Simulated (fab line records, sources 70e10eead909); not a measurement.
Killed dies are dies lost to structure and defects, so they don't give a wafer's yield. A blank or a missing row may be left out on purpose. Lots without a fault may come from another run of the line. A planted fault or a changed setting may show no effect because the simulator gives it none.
Chamber matching | flow nand_harc | NHARC_A_STAIRCASE_DEP_301 on pecvd-02: 3 sister chambers
The step deposits SiON, target thk 30 nm. 20 wafers are shown with their chamber, then 10 later ones without.

WAFERS WITH THEIR CHAMBER
wafer  | chamber | susceptor_temp_C (C) | heater_power_w (W)
L078.3 | 0       | 400.08               | 749
L078.4 | 1       | 400.42               | 742
L078.5 | 2       | 400.04               | 742
L081.1 | 0       | 399.67               | 716
L081.2 | 1       | 400.03               | 834
L081.6 | 2       | 400.03               | 747
L083.2 | 1       | 400.03               | 869
L083.3 | 2       | 399.63               | 836
L083.4 | 0       | 399.85               | 802
L084.1 | 0       | 399.93               | 726
L084.5 | 1       | 400.17               | 807
L084.6 | 0       | 400.01               | 745
L085.1 | 2       | 399.86               | 716
L085.5 | 0       | 399.74               | 661
L085.6 | 2       | 399.97               | 749
L087.2 | 2       | 399.63               | 857
L087.3 | 1       | 399.94               | 749
L087.5 | 0       | 399.95               | 732
L090.1 | 2       | 399.73               | 700
L090.3 | 1       | 399.93               | 822

SIGNATURES (means of the wafers above)
reading          | chamber 0 | chamber 1 | chamber 2 | scatter within a chamber
susceptor_temp_C | 399.8900  | 400.0867  | 399.8414  | 0.17
heater_power_w   | 733.00    | 803.83    | 763.86    | 51
Rule: a wafer's distance from a chamber is the root of the sum, over the readings, of the square of ((its reading less the chamber's mean) divided by the reading's scatter). The wafer belongs to the nearest chamber; if the next one is less than 2 further off, it can't be placed. The scatter: the root of (the sum of the squares of (reading less its chamber's mean) over the shown wafers, divided by (wafers less chambers)).

WAFERS WITHOUT THEIR CHAMBER
wafer  | susceptor_temp_C (C) | heater_power_w (W)
L090.5 | 399.74               | 701
L091.1 | 399.72               | 735
L091.5 | 400.21               | 741
L091.6 | 399.97               | 750
L094.1 | 399.77               | 785
L094.3 | 400.20               | 682
L094.5 | 400.56               | 834
L097.2 | 400.05               | 792
L097.3 | 400.04               | 794
L097.5 | 399.79               | 801

WHICH CHAMBER EACH WENT THROUGH
wafer  | from the rows above          | in truth
L090.5 | can't be placed: 0 or 2 or 1 | 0
L091.1 | can't be placed: 2 or 0 or 1 | 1
L091.5 | can't be placed: 1 or 0 or 2 | 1
L091.6 | can't be placed: 0 or 2 or 1 | 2
L094.1 | can't be placed: 2 or 0 or 1 | 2
L094.3 | can't be placed: 0 or 1 or 2 | 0
L094.5 | can't be placed: 1 or 0 or 2 | 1
L097.2 | can't be placed: 1 or 2 or 0 | 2
L097.3 | can't be placed: 1 or 2 or 0 | 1
L097.5 | can't be placed: 2 or 0 or 1 | 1
Placed correctly: 0 of 10. Can't be placed from these rows: 10 (the true chamber is among the candidates in 10). Placed wrongly: 0.
